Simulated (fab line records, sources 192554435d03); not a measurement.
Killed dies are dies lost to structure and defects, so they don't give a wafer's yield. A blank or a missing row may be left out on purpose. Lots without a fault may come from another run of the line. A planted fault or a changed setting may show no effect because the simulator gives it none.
Which tool did it? | flow n5_finfet | 8 lots, 23 wafers sampled, at 6 steps of a route of 1938

WHAT THE GAUGES READ, wafer by wafer
N5_BEOL_M1_OCD_MEAS_38.
lot  | measured     | on     | trench_depth_nm (nm)
L440 | day 6 05:11  | ocd-01 | 54.5 56.8 55.6
L441 | day 6 17:28  | ocd-02 | 55.3 56.4 57.0
L445 | day 7 08:33  | ocd-02 | 53.5 54.2 56.4
L447 | day 8 02:24  | ocd-02 | 55.9 54.7 54.3
L450 | day 8 16:23  | ocd-02 | 54.4 55.3
L451 | day 9 01:41  | ocd-01 | 54.7 54.0 54.7
L452 | day 9 11:12  | ocd-02 | 55.0 56.7 54.2
L456 | day 10 08:17 | ocd-02 | 38.6 54.9 54.0

N5_BEOL_M4_RC_MEAS_101.
lot  | measured     | on        | DIBL_N (mV/V)  | DIBL_P (mV/V)  | IOFF_N (nA/um) | IOFF_P (nA/um) | ION_N (uA/um) | ION_P (uA/um) | SS_N (mV/dec)  | SS_P (mV/dec)  | VT_N (mV)   | VT_P (mV)
L440 | day 7 18:34  | prober-02 | 34.8 37.7 34.1 | 34.4 37.2 33.6 | 0.14 0.20 0.14 | 0.19 0.22 0.17 | 662 679 653   | 453 465 444   | 71.0 72.4 70.5 | 73.3 73.2 72.7 | 250 245 249 | -254 -251 -256
L441 | day 7 22:47  | prober-01 | 35.4 32.2 35.9 | 36.4 32.9 37.2 | 0.15 0.11 0.16 | 0.18 0.16 0.20 | 667 653 682   | 451 451 467   | 71.5 70.5 71.4 | 73.3 72.3 73.0 | 253 252 250 | -254 -254 -254
L445 | day 8 19:20  | prober-01 | 39.6 32.6 40.8 | 39.0 29.5 38.8 | 0.24 0.10 0.28 | 0.26 0.13 0.26 | 707 654 684   | 475 447 460   | 71.7 69.6 72.6 | 74.3 71.7 74.4 | 241 256 243 | -249 -256 -248
L447 | day 9 14:58  | prober-02 | 35.2 32.0 32.7 | 34.8 32.5 32.3 | 0.16 0.12 0.12 | 0.17 0.14 0.14 | 677 660 658   | 453 452 449   | 71.7 70.7 70.5 | 72.9 72.5 72.9 | 250 252 254 | -256 -254 -257
L450 | day 10 09:12 | prober-02 | 36.7 30.7      | 38.3 32.0      | 0.19 0.10      | 0.26 0.18      | 684 639       | 480 456       | 71.8 70.1      | 73.1 71.6      | 246 255     | -247 -248
L451 | day 10 09:23 | prober-01 | 33.4 33.2 34.1 | 35.1 34.9 36.0 | 0.13 0.14 0.15 | 0.19 0.20 0.22 | 667 674 675   | 470 464 470   | 71.4 71.3 71.1 | 72.7 73.4 73.8 | 248 250 250 | -248 -248 -244
L452 | day 11 02:31 | prober-01 | 37.4 31.7 41.4 | 36.6 30.3 41.5 | 0.15 0.09 0.27 | 0.22 0.13 0.27 | 652 658 695   | 455 451 458   | 71.4 70.4 72.6 | 73.4 72.4 74.5 | 252 256 242 | -252 -260 -251
L456 | day 12 02:42 | prober-01 | 42.9 37.0 38.6 | 42.0 37.6 37.4 | 0.31 0.17 0.19 | 0.31 0.23 0.22 | 689 685 686   | 467 471 466   | 73.1 71.3 72.4 | 74.6 73.2 73.3 | 240 247 246 | -247 -253 -254

WHICH TOOL RAN EACH LOT (tool, then ch and the chambers of the sampled wafers, then the start)
lot  | N5_BEOL_M1_ETCH_77                 | N5_BEOL_M1_ETCHBACK_99             | N5_BEOL_M1_STRIP_36                | N5_BEOL_M1_TRENCH_ETCH_37
L440 | rie_diel-01 ch 0,1,3, day 6 04:34  | rie_diel-04 ch 0,1,2, day 6 04:47  | rie_diel-04 ch 0,1,2, day 6 04:59  | rie_diel-04 ch 0,1,2, day 6 05:02
L441 | rie_diel-04 ch 0,1,3, day 6 10:26  | rie_diel-04 ch 1,2,3, day 6 17:04  | rie_diel-04 ch 1,2,3, day 6 17:16  | rie_diel-04 ch 1,2,3, day 6 17:18
L445 | rie_diel-04 ch 0,1,2, day 7 07:11  | rie_diel-01 ch 0,2, day 7 08:09    | rie_diel-01 ch 0,2, day 7 08:21    | rie_diel-01 ch 0,2, day 7 08:23
L447 | rie_diel-04 ch 0,1,3, day 7 18:46  | rie_diel-05 ch 0,1, day 8 02:00    | rie_diel-05 ch 0,1, day 8 02:12    | rie_diel-05 ch 0,1, day 8 02:14
L450 | rie_diel-01 ch 1,3, day 8 14:49    | rie_diel-05 ch 1,2, day 8 15:59    | rie_diel-05 ch 1,2, day 8 16:11    | rie_diel-05 ch 1,2, day 8 16:14
L451 | rie_diel-04 ch 0,1, day 8 20:47    | rie_diel-01 ch 1,3, day 9 01:17    | rie_diel-01 ch 1,3, day 9 01:29    | rie_diel-01 ch 1,3, day 9 01:31
L452 | rie_diel-04 ch 0,1,3, day 9 10:35  | rie_diel-01 ch 1,2,3, day 9 10:49  | rie_diel-01 ch 1,2,3, day 9 11:01  | rie_diel-01 ch 1,2,3, day 9 11:03
L456 | rie_diel-01 ch 1,2,3, day 10 06:59 | rie_diel-01 ch 0,2,3, day 10 07:54 | rie_diel-01 ch 0,2,3, day 10 08:06 | rie_diel-01 ch 0,2,3, day 10 08:08
- N5_BEOL_M1_ETCH_77: etches underlayer in N2/H2, target depth 6.5 nm, time 5.2 s.
- N5_BEOL_M1_ETCHBACK_99: etches SiO2 in CHF3, target depth 5 nm, time 10.4 s.
- N5_BEOL_M1_STRIP_36: strips in N2/H2.
- N5_BEOL_M1_TRENCH_ETCH_37: etches SiOC in C4F6/O2, target depth 55.207 nm, time 29 s.

WHAT THE TOOLS THEMSELVES READ (means of the sampled wafers that have a number; where no wafer has one, the mark that the record gives instead)
N5_BEOL_M1_ETCH_77.
lot  | tool        | drypump_motor_current_A (A) | etch_rf_on_time_s (s) | oes_product_au (a.u.) | rf_vpp_V (V) | showerhead_plenum_p_Torr (Torr) | throttle_valve_pct (%)
L440 | rie_diel-01 | 5.8                         | 5.42                  | 0.63                  | 523.3        | 2.57                            | 17.85
L441 | rie_diel-04 | 5.5                         | 5.11                  | 0.67                  | 526.4        | 2.62                            | 17.52
L445 | rie_diel-04 | 5.4                         | 5.14                  | 0.63                  | 525.8        | 2.63                            | 17.85
L447 | rie_diel-04 | 5.5                         | 5.11                  | 0.66                  | 526.6        | 2.61                            | 17.56
L450 | rie_diel-01 | 6.0                         | 5.37                  | 0.76                  | 526.7        | 2.60                            | 17.75
L451 | rie_diel-04 | 5.3                         | 5.20                  | 0.63                  | 525.0        | 2.64                            | 17.73
L452 | rie_diel-04 | 5.5                         | 5.06                  | 0.66                  | 526.4        | 2.61                            | 17.57
L456 | rie_diel-01 | 5.9                         | 5.15                  | 0.75                  | 523.4        | 2.56                            | 17.81

N5_BEOL_M1_ETCHBACK_99.
lot  | tool        | drypump_motor_current_A (A) | oes_product_au (a.u.) | rf_vpp_V (V) | showerhead_plenum_p_Torr (Torr) | throttle_valve_pct (%)
L440 | rie_diel-04 | 5.5                         | 0.74                  | 240          | 2.21                            | 17.06
L441 | rie_diel-04 | 5.7                         | 0.76                  | 244          | 2.20                            | 16.95
L445 | rie_diel-01 | 5.7                         | 0.75                  | 238          | 2.12                            | 17.21
L447 | rie_diel-05 | 5.4                         | 0.82                  | 237          | 2.22                            | 16.99
L450 | rie_diel-05 | 5.7                         | 0.89                  | 244          | 2.20                            | 16.82
L451 | rie_diel-01 | 6.0                         | 0.90                  | 237          | 2.18                            | 16.83
L452 | rie_diel-01 | 5.9                         | 0.88                  | 240          | 2.17                            | 16.99
L456 | rie_diel-01 | 5.9                         | 0.82                  | 237          | 2.12                            | 17.08

N5_BEOL_M1_STRIP_36.
lot  | tool        | drypump_motor_current_A (A) | oes_product_au (a.u.) | rf_vpp_V (V) | showerhead_plenum_p_Torr (Torr) | throttle_valve_pct (%)
L440 | rie_diel-04 | 5.5                         | 0.74                  | 59.6         | 2.63                            | 23.5
L441 | rie_diel-04 | 5.7                         | 0.77                  | 60.0         | 2.60                            | 23.3
L445 | rie_diel-01 | 5.7                         | 0.75                  | 59.1         | 2.49                            | 23.4
L447 | rie_diel-05 | 5.4                         | 0.82                  | 59.2         | 2.60                            | 23.6
L450 | rie_diel-05 | 5.7                         | 0.90                  | 58.0         | 2.58                            | 23.4
L451 | rie_diel-01 | 6.0                         | 0.91                  | 59.6         | 2.57                            | 23.6
L452 | rie_diel-01 | 5.9                         | 0.89                  | 59.7         | 2.56                            | 23.7
L456 | rie_diel-01 | 5.9                         | 0.82                  | 58.7         | 2.48                            | 23.5

N5_BEOL_M1_TRENCH_ETCH_37.
lot  | tool        | drypump_motor_current_A (A) | oes_product_au (a.u.) | rf_vpp_V (V) | run_length_s (s) | showerhead_plenum_p_Torr (Torr) | throttle_valve_pct (%)
L440 | rie_diel-04 | 5.5                         | 0.74                  | 663          | 52.8             | 2.93                            | 20.78
L441 | rie_diel-04 | 5.7                         | 0.76                  | 674          | 52.3             | 2.91                            | 20.69
L445 | rie_diel-01 | 5.7                         | 0.76                  | 656          | 52.2             | 2.81                            | 20.98
L447 | rie_diel-05 | 5.4                         | 0.81                  | 655          | 51.8             | 2.94                            | 20.82
L450 | rie_diel-05 | 5.7                         | 0.89                  | 672          | 52.0             | 2.90                            | 20.66
L451 | rie_diel-01 | 6.0                         | 0.90                  | 654          | 52.6             | 2.88                            | 20.65
L452 | rie_diel-01 | 5.9                         | 0.88                  | 662          | 52.2             | 2.87                            | 20.82
L456 | rie_diel-01 | 5.9                         | 0.82                  | 654          | 49.2             | 2.81                            | 20.89

THE ANSWER, worked out from the rows above alone
Rule: what is usual is taken from the lots themselves. Put in order of their means at a reading, lots are off if they are a third of the lots or fewer, leave a main group of 4 or more, and stand apart from it by a gap of 3 or more times the standard deviation of the main group's means; of several such gaps the widest counts. A main group whose means are all the same, to the digits that the tables above print for the reading, isn't used. A lot without any number at a reading at which 4 lots or more have one is off too. The other lots that the step has rows for count as sound. The gauges are gone through in route order, then the tools' own readings, and for those a lot's mean is taken as printed above. The first step at which some lot is off is used, and at that step the reading that is off furthest; a lot without a number counts as furthest.
Off: L456, at N5_BEOL_M1_OCD_MEAS_38 (trench_depth_nm). The main group: mean 55.2 nm, standard deviation 0.56.
A tool fits if, at a process step before that reading, it ran every lot that is off, and no sound lot after the first of them. The gauges at N5_BEOL_M1_OCD_MEAS_38 aren't tried: what is off there is off at N5_BEOL_M4_RC_MEAS_101 too, on other tools, and a gauge's error can't cause that. One fits: rie_diel-01 at N5_BEOL_M1_ETCH_77 and N5_BEOL_M1_ETCHBACK_99 and N5_BEOL_M1_STRIP_36 and N5_BEOL_M1_TRENCH_ETCH_37. At N5_BEOL_M1_ETCH_77 its last sound lot is L450 (day 8 14:49), its first lot that is off L456 (day 10 06:59): a fault that began between those two fits.

WHAT THE SIMULATOR HAD PUT IN
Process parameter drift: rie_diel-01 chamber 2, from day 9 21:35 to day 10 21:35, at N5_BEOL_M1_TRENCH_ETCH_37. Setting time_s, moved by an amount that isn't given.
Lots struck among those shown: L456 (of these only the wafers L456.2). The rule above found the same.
